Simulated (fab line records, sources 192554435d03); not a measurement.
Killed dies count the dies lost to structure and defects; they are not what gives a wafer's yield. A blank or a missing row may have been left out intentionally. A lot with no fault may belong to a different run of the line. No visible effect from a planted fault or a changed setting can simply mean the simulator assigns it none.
fab line records	flow n5-finfet	part 2 of 2: steps 18 to 18 of 18
record lots=6	wafers=18	last-day=19
route steps=1938 shown ZERO_LAYER@3 BEOL_M4@1111 PASSIVATION@1936
lots that met no fault: from a run of the same line without faults
start-h: start of the lot's first displayed wafer, in hours after the record's first day	wait-h: hours from the lot's prior step to this one	" the same as in the row above	L1.1+2: several wafers, shown together as one row	- no value, or no start given	* or withheld: withheld	< > ~ a bound
route shown NAME@n: names a module that has steps shown in the file, with the first one's number in the route	usual: the fault-free wafers' mean and standard deviation	same: alike in all rows	chamber/n: place in a boat	sites: each site's reading	_std_site: how widely they spread, as a standard deviation	_edge_site: inner sites' mean taken away from outer sites' mean	radius-mm: for every site, how far away it sits from the centre of the wafer	mask NAME#n: copy n	behind: the tool/chamber that last shaped the wafer	hold: why the lot was held/for how many hours/how that ended	device: whichever transistor did not switch (one of n, p or np)	end of line: tests run on the same wafers once the route is complete	a step without rows: its recipe alone	killed: not the wafer's yield, but the dies lost to structure and defects at the first sort	map: the dies of a wafer, with x for killed, . for not killed, _ for no die there
set.NAME: the run value of the setting; set.NAME@STEP: its run value at that earlier step	model.NAME: the simulator's own value behind a step, which no gauge read
a table for each step, a row for each wafer; lots at some steps of the route
services: a tool's chamber out of use, with start hour (start-h, from the record's first day; less than 0 if before it), hours out, and reason
## steps
# step N5_PASSIVATION_PROBE_49
# usual defect-limited-yield=91.6/1.4	killed_at_M0_to_M3=35/10	killed_at_M4_up=13/4.8	killed-at-contacts=12/7.2	killed-at-front-end=36/12	killed-at-other=4/3.1	killed-dies=100/17	killed-on-rim=13/4.2	killed-open=66/13	killed-short=32/7.3	sort_bin_5_function=5.0/0.94	sort_bin_6_memory=3.1/0.67	sort-n-pass=1080/17	sort-yield-pct=91.6/1.4
# same gross-dies=1180	killed-at-back-side=0	sort_bin_4_leakage[%]=0	sort_bin_8_speed[%]=0
lot.wafer	tool	chamber	start-h	wait-h	defect-limited-yield[%]	killed_at_M0_to_M3	killed_at_M4_up	killed-at-contacts	killed-at-front-end	killed-at-other	killed-dies	killed-on-rim	killed-open	killed-short	sort_bin_5_function[%]	sort_bin_6_memory[%]	sort-n-pass	sort-yield-pct[%]
L323.1	prober-01	-	347.61	0.0	91.9	43	12	5	27	8	95	14	67	26	5.1	2.8	1085	91.9
L323.3	prober-01	-	347.71	0.1	90.3	24	15	9	65	2	115	9	69	46	5.9	3.1	1065	90.3
L323.5	prober-01	-	347.81	0.2	92.3	31	8	5	34	13	91	13	66	24	4.7	2.7	1089	92.3
L332.1	prober-02	-	376.75	0.0	0	40	9	12	1114	5	1180	152	62	33	96.8	3.1	0	0
L332.2	prober-02	-	376.80	0.1	0	29	9	15	1114	13	1180	152	79	30	96.0	3.7	0	0
L332.3	prober-02	-	376.85	0.1	0	26	17	5	1122	10	1180	152	54	47	96.4	3.1	0	0
L333.1	prober-02	-	377.05	0.3	0	40	5	14	1117	4	1180	152	59	39	96.7	3.1	0	0
L333.3	prober-02	-	377.15	0.4	0	35	17	5	1114	9	1180	152	65	40	95.8	3.8	0	0
L333.4	prober-02	-	377.20	0.5	0	54	11	8	1101	6	1180	152	92	41	95.5	4.3	0	0
L341.3	prober-02	-	438.64	0.1	95.1	22	8	3	20	5	58	2	35	22	2.4	2.2	1122	95.1
L341.4	prober-02	-	438.69	0.2	91.4	43	20	12	25	2	102	14	73	29	5.2	3.4	1078	91.4
L341.6	prober-02	-	438.79	0.3	94.3	24	9	13	19	2	67	7	42	25	2.7	2.9	1113	94.3
L342.2	prober-02	-	443.75	0.1	92.0	33	7	8	45	1	94	14	57	36	4.4	3.3	1086	92.0
L342.3	prober-02	-	443.80	0.1	92.7	16	14	14	42	0	86	10	43	41	4.1	3.0	1094	92.7
L342.6	prober-02	-	443.95	0.3	89.7	28	14	12	66	1	121	14	84	35	6.4	3.6	1059	89.7
L343.1	prober-01	-	446.15	0.0	88.9	76	16	9	25	5	131	10	100	31	6.9	4.1	1049	88.9
L343.4	prober-01	-	446.30	0.2	92.1	31	14	2	41	5	93	13	60	32	4.9	2.7	1087	92.1
L343.5	prober-01	-	446.35	0.2	89.6	34	21	10	53	5	123	15	83	39	6.3	4.0	1057	89.6
# killed by level:class
L323.1 STI_FIN_REVEAL:geometric-particle:open=10 BEOL_M2:geometric-particle:open=10 BEOL_M3:geometric-particle:open=10 BEOL_M0_SAQP:geometric-particle:short=7 MOL_CONTACT_COAG:geometric-particle:open=5 BEOL_M0_SAQP:geometric-particle:open=5 BEOL_M1:geometric-particle:open=4 GATE_CUT:geometric-particle:short=3
L323.3 FIN_SAQP:geometric-particle:short=15 GATE_CUT:geometric-particle:short=11 FIN_SAQP:geometric-particle:open=10 STI_FIN_REVEAL:geometric-particle:open=10 BEOL_M0_SAQP:geometric-particle:short=6 MOL_CONTACT_COAG:geometric-particle:open=6 BEOL_M0:geometric-particle:open=6 BEOL_M1:geometric-particle:open=5
L323.5 BEOL_M3:geometric-particle:open=12 GATE_CUT:geometric-particle:open=7 BEOL_M0_SAQP:geometric-particle:short=7 FIN_SAQP:geometric-particle:open=6 STI_FIN_REVEAL:geometric-particle:open=6 GATE_CUT:geometric-particle:short=5 PASS1_CAP:geometric-particle:open=5 DUMMY_GATE:geometric-particle:open=4
L332.1 ZERO_LAYER:area-etch=1085 MOL_CONTACT_COAG:geometric-particle:open=9 BEOL_M0_SAQP:geometric-particle:open=8 BEOL_M3:geometric-particle:open=8 BEOL_M0_SAQP:geometric-particle:short=8 BEOL_M0:geometric-particle:open=7 FIN_SAQP:geometric-particle:open=5 STARTING-WAFER:geometric-particle:short=5
L332.2 ZERO_LAYER:area-etch=1071 FIN_SAQP:geometric-particle:open=18 MOL_CONTACT_COAG:geometric-particle:open=14 STI_FIN_REVEAL:geometric-particle:open=6 BEOL_M0_SAQP:geometric-particle:open=6 MIM_TOP_ETCH:geometric-particle:open=6 BEOL_M1:geometric-particle:open=5 MIM_TOP_ETCH:geometric-particle:short=5
L332.3 ZERO_LAYER:area-etch=1078 BEOL_M0_SAQP:geometric-particle:short=13 STI_FIN_REVEAL:geometric-particle:open=10 BEOL_M0_SAQP:geometric-particle:open=6 BEOL_M4:geometric-particle:open=6 GATE_CUT:geometric-particle:short=5 ILD0:geometric-particle:short=4 BEOL_M4:geometric-particle:short=4
L333.1 ZERO_LAYER:area-etch=1082 MOL_CONTACT_COAG:geometric-particle:open=12 FIN_SAQP:geometric-particle:short=11 BEOL_M3:geometric-particle:open=9 BEOL_M0_SAQP:geometric-particle:open=8 BEOL_M0_SAQP:geometric-particle:short=7 FIN_SAQP:geometric-particle:open=6 BEOL_M3:geometric-particle:short=5
L333.3 ZERO_LAYER:area-etch=1075 FIN_SAQP:geometric-particle:open=13 BEOL_M4:geometric-particle:open=13 FIN_SAQP:geometric-particle:short=8 BEOL_M2:geometric-particle:open=7 BEOL_M0_SAQP:geometric-particle:short=7 BEOL_M1:geometric-particle:short=6 BEOL_M1:geometric-particle:open=6
L333.4 ZERO_LAYER:area-etch=1046 BEOL_M0_SAQP:geometric-particle:open=19 FIN_SAQP:geometric-particle:open=16 STI_FIN_REVEAL:geometric-particle:open=15 BEOL_M0_SAQP:geometric-particle:short=11 BEOL_M3:geometric-particle:open=9 FIN_SAQP:geometric-particle:short=7 MOL_CONTACT_COAG:geometric-particle:open=6
L341.3 BEOL_M2:geometric-particle:open=13 FIN_SAQP:geometric-particle:short=6 STI_FIN_REVEAL:geometric-particle:open=3 GATE_CUT:geometric-particle:short=3 MOL_CONTACT_COAG:geometric-particle:open=3 BEOL_M0_SAQP:geometric-particle:short=3 PASS1_DEP:geometric-particle:short=3 FIN_SAQP:geometric-particle:open=2
L341.4 MOL_CONTACT_COAG:geometric-particle:open=11 BEOL_M1:geometric-particle:open=10 FIN_SAQP:geometric-particle:short=8 FIN_SAQP:geometric-particle:open=7 BEOL_M2:geometric-particle:open=7 BEOL_M0_SAQP:geometric-particle:short=6 BEOL_M0_SAQP:geometric-particle:open=6 BEOL_M4:geometric-particle:open=6
L341.6 BEOL_M0_SAQP:geometric-particle:open=8 MOL_CONTACT_COAG:geometric-particle:open=7 BEOL_M0_SAQP:geometric-particle:short=7 STI_FIN_REVEAL:geometric-particle:open=6 MOL_CONTACT_COAG:geometric-particle:short=6 FIN_SAQP:geometric-particle:short=5 BEOL_M5:geometric-particle:open=5 BEOL_M2:geometric-particle:open=3
L342.2 FIN_SAQP:geometric-particle:short=10 BEOL_M1:geometric-particle:open=10 FIN_SAQP:geometric-particle:open=9 BEOL_M0_SAQP:geometric-particle:short=9 STI_FIN_REVEAL:geometric-particle:open=8 MOL_CONTACT_COAG:geometric-particle:open=8 BEOL_M0_SAQP:geometric-particle:open=5 STI_FIN_REVEAL:geometric-particle:short=4
L342.3 FIN_SAQP:geometric-particle:short=12 MOL_CONTACT_COAG:geometric-particle:open=11 GATE_CUT:geometric-particle:short=7 BEOL_M1:geometric-particle:open=6 BEOL_M4:geometric-particle:open=5 BEOL_M4:geometric-particle:short=4 FIN_SAQP:geometric-particle:open=3 MOL_CONTACT_COAG:geometric-particle:short=3
L342.6 FIN_SAQP:geometric-particle:open=20 FIN_SAQP:geometric-particle:short=16 STI_FIN_REVEAL:geometric-particle:open=12 MOL_CONTACT_COAG:geometric-particle:open=9 BEOL_M4:geometric-particle:open=9 BEOL_M1:geometric-particle:open=8 BEOL_M0_SAQP:geometric-particle:open=7 BEOL_M2:geometric-particle:open=6
L343.1 BEOL_M1:geometric-particle:open=33 BEOL_M0_SAQP:geometric-particle:short=10 BEOL_M3:geometric-particle:open=10 BEOL_M0_SAQP:geometric-particle:open=9 MOL_CONTACT_COAG:geometric-particle:open=7 BEOL_M4:geometric-particle:open=7 FIN_SAQP:geometric-particle:open=6 FIN_SAQP:geometric-particle:short=5
L343.4 FIN_SAQP:geometric-particle:short=9 BEOL_M1:geometric-particle:open=9 STI_FIN_REVEAL:geometric-particle:open=8 BEOL_M0_SAQP:geometric-particle:short=5 BEOL_M2:geometric-particle:open=5 BEOL_M4:geometric-particle:open=5 DUMMY_GATE:geometric-particle:open=4 GATE_CUT:geometric-particle:open=4
L343.5 BEOL_M4:geometric-particle:open=14 BEOL_M1:geometric-particle:open=11 FIN_SAQP:geometric-particle:short=10 STI_FIN_REVEAL:geometric-particle:open=10 MOL_CONTACT_COAG:geometric-particle:open=8 FIN_SAQP:geometric-particle:open=7 BEOL_M2:geometric-particle:open=6 STI_FIN_REVEAL:geometric-particle:short=5
# map L332.1 (x killed, . not)
_________________xxxxxxxxxxxx________________
______________xxxxxxxxxxxxxxxxxx_____________
___________xxxxxxxxxxxxxxxxxxxxxxxx__________
__________xxxxxxxxxxxxxxxxxxxxxxxxxx_________
________xxxxxxxxxxxxxxxxxxxxxxxxxxxxxx_______
_______xxxxxxxxxxxxxxxxxxxxxxxxxxxxxxxx______
______xxxxxxxxxxxxxxxxxxxxxxxxxxxxxxxxxx_____
_____xxxxxxxxxxxxxxxxxxxxxxxxxxxxxxxxxxxx____
____xxxxxxxxxxxxxxxxxxxxxxxxxxxxxxxxxxxxxx___
___xxxxxxxxxxxxxxxxxxxxxxxxxxxxxxxxxxxxxxxx__
___xxxxxxxxxxxxxxxxxxxxxxxxxxxxxxxxxxxxxxxx__
__xxxxxxxxxxxxxxxxxxxxxxxxxxxxxxxxxxxxxxxxxx_
__xxxxxxxxxxxxxxxxxxxxxxxxxxxxxxxxxxxxxxxxxx_
_xxxxxxxxxxxxxxxxxxxxxxxxxxxxxxxxxxxxxxxxxxxx
_xxxxxxxxxxxxxxxxxxxxxxxxxxxxxxxxxxxxxxxxxxxx
_xxxxxxxxxxxxxxxxxxxxxxxxxxxxxxxxxxxxxxxxxxxx
_xxxxxxxxxxxxxxxxxxxxxxxxxxxxxxxxxxxxxxxxxxxx
_xxxxxxxxxxxxxxxxxxxxxxxxxxxxxxxxxxxxxxxxxxxx
_xxxxxxxxxxxxxxxxxxxxxxxxxxxxxxxxxxxxxxxxxxxx
_xxxxxxxxxxxxxxxxxxxxxxxxxxxxxxxxxxxxxxxxxxxx
_xxxxxxxxxxxxxxxxxxxxxxxxxxxxxxxxxxxxxxxxxxxx
__xxxxxxxxxxxxxxxxxxxxxxxxxxxxxxxxxxxxxxxxxx_
__xxxxxxxxxxxxxxxxxxxxxxxxxxxxxxxxxxxxxxxxxx_
___xxxxxxxxxxxxxxxxxxxxxxxxxxxxxxxxxxxxxxxx__
___xxxxxxxxxxxxxxxxxxxxxxxxxxxxxxxxxxxxxxxx__
____xxxxxxxxxxxxxxxxxxxxxxxxxxxxxxxxxxxxxx___
_____xxxxxxxxxxxxxxxxxxxxxxxxxxxxxxxxxxxx____
______xxxxxxxxxxxxxxxxxxxxxxxxxxxxxxxxxx_____
_______xxxxxxxxxxxxxxxxxxxxxxxxxxxxxxxx______
________xxxxxxxxxxxxxxxxxxxxxxxxxxxxxx_______
__________xxxxxxxxxxxxxxxxxxxxxxxxxx_________
___________xxxxxxxxxxxxxxxxxxxxxxxx__________
______________xxxxxxxxxxxxxxxxxx_____________
_________________xxxxxxxxxxxx________________
# map L333.1 (x killed, . not)
_________________xxxxxxxxxxxx________________
______________xxxxxxxxxxxxxxxxxx_____________
___________xxxxxxxxxxxxxxxxxxxxxxxx__________
__________xxxxxxxxxxxxxxxxxxxxxxxxxx_________
________xxxxxxxxxxxxxxxxxxxxxxxxxxxxxx_______
_______xxxxxxxxxxxxxxxxxxxxxxxxxxxxxxxx______
______xxxxxxxxxxxxxxxxxxxxxxxxxxxxxxxxxx_____
_____xxxxxxxxxxxxxxxxxxxxxxxxxxxxxxxxxxxx____
____xxxxxxxxxxxxxxxxxxxxxxxxxxxxxxxxxxxxxx___
___xxxxxxxxxxxxxxxxxxxxxxxxxxxxxxxxxxxxxxxx__
___xxxxxxxxxxxxxxxxxxxxxxxxxxxxxxxxxxxxxxxx__
__xxxxxxxxxxxxxxxxxxxxxxxxxxxxxxxxxxxxxxxxxx_
__xxxxxxxxxxxxxxxxxxxxxxxxxxxxxxxxxxxxxxxxxx_
_xxxxxxxxxxxxxxxxxxxxxxxxxxxxxxxxxxxxxxxxxxxx
_xxxxxxxxxxxxxxxxxxxxxxxxxxxxxxxxxxxxxxxxxxxx
_xxxxxxxxxxxxxxxxxxxxxxxxxxxxxxxxxxxxxxxxxxxx
_xxxxxxxxxxxxxxxxxxxxxxxxxxxxxxxxxxxxxxxxxxxx
_xxxxxxxxxxxxxxxxxxxxxxxxxxxxxxxxxxxxxxxxxxxx
_xxxxxxxxxxxxxxxxxxxxxxxxxxxxxxxxxxxxxxxxxxxx
_xxxxxxxxxxxxxxxxxxxxxxxxxxxxxxxxxxxxxxxxxxxx
_xxxxxxxxxxxxxxxxxxxxxxxxxxxxxxxxxxxxxxxxxxxx
__xxxxxxxxxxxxxxxxxxxxxxxxxxxxxxxxxxxxxxxxxx_
__xxxxxxxxxxxxxxxxxxxxxxxxxxxxxxxxxxxxxxxxxx_
___xxxxxxxxxxxxxxxxxxxxxxxxxxxxxxxxxxxxxxxx__
___xxxxxxxxxxxxxxxxxxxxxxxxxxxxxxxxxxxxxxxx__
____xxxxxxxxxxxxxxxxxxxxxxxxxxxxxxxxxxxxxx___
_____xxxxxxxxxxxxxxxxxxxxxxxxxxxxxxxxxxxx____
______xxxxxxxxxxxxxxxxxxxxxxxxxxxxxxxxxx_____
_______xxxxxxxxxxxxxxxxxxxxxxxxxxxxxxxx______
________xxxxxxxxxxxxxxxxxxxxxxxxxxxxxx_______
__________xxxxxxxxxxxxxxxxxxxxxxxxxx_________
___________xxxxxxxxxxxxxxxxxxxxxxxx__________
______________xxxxxxxxxxxxxxxxxx_____________
_________________xxxxxxxxxxxx________________
## services
tool	chamber	start-h	hours	kind
rie-diel-06	1	14.28	8.9	repair
rie-diel-06	3	14.45	3.5	repair
rie-diel-01	3	17.57	4.4	repair
rie-diel-03	2	21.29	4.4	repair
rie-diel-06	2	27.40	9.0	repair
rie-si-05	3	29.13	3.5	repair
rie-si-05	3	40.95	5.0	repair
plasma-asher-01	-	55.10	1.3	repair
pecvd-01	-	56.99	1.0	repair
rie-diel-03	3	59.26	6.7	repair
rie-si-05	0	81.46	14.0	repair
rie-si-02	-	88.10	14.6	pm
rie-si-06	2	89.55	7.2	repair
pecvd-02	-	90.79	2.8	pm
pecvd-02	0	94.43	6.7	repair
rie-si-06	2	96.79	15.0	repair
rie-diel-01	0	99.20	8.2	repair
rie-diel-03	0	99.56	-	clean
rie-diel-03	0	99.56	-	consumable-replace:focus-ring
rie-diel-03	0	99.56	32.6	scheduled-down
rie-diel-03	0	99.56	32.6	vent-cycle
rie-diel-01	1	103.86	16.6	repair
pecvd-01	0	118.56	17.8	repair
rie-diel-03	-	143.10	1.2	repair
## key
first-sign step=N5_ZERO_LAYER_ETCH_17	reading=tool-record	direction=missing
effect step=N5_ZERO_LAYER_STRIP_24	reading=strip-time-to-endpoint-s	direction=up	sigmas=4.9	usual=*	struck=*
effect step=N5_PASSIVATION_PROBE_49	reading=sort_bin_5_function	direction=up	sigmas=97	usual=5.0	struck=96.2
model-effect step=N5_ZERO_LAYER_ETCH_17	value=coat_of_ZERO_LAYER_COAT_05.thk-nm	without=974.3	struck=986.2
model-effect step=N5_ZERO_LAYER_ETCH_18	value=coat_of_ZERO_LAYER_COAT_05.thk-nm	without=934.4	struck=946.3
more-kills-born-at N5_ZERO_LAYER_ETCH_17@rie-diel-01=3234	N5_ZERO_LAYER_ETCH_17@rie-diel-06=3203
met-at N5_ZERO_LAYER_ETCH_17
struck-wafers L332.1,L332.2,L332.3,L333.1,L333.3,L333.4
later-rows-left-out L332.1,L332.2,L332.3,L333.1,L333.3,L333.4
onset-between 25.13 78.84
fault kind=skipped-step-whole	tool=rie-diel-01,rie-diel-06	chamber=-	onset-h=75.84	steps=N5_ZERO_LAYER_ETCH_17	scope=struck-lots-only
# later-rows-left-out: the simulator's readings of these wafers behind a module that went badly wrong aren't trusted and aren't shown, but for the sort
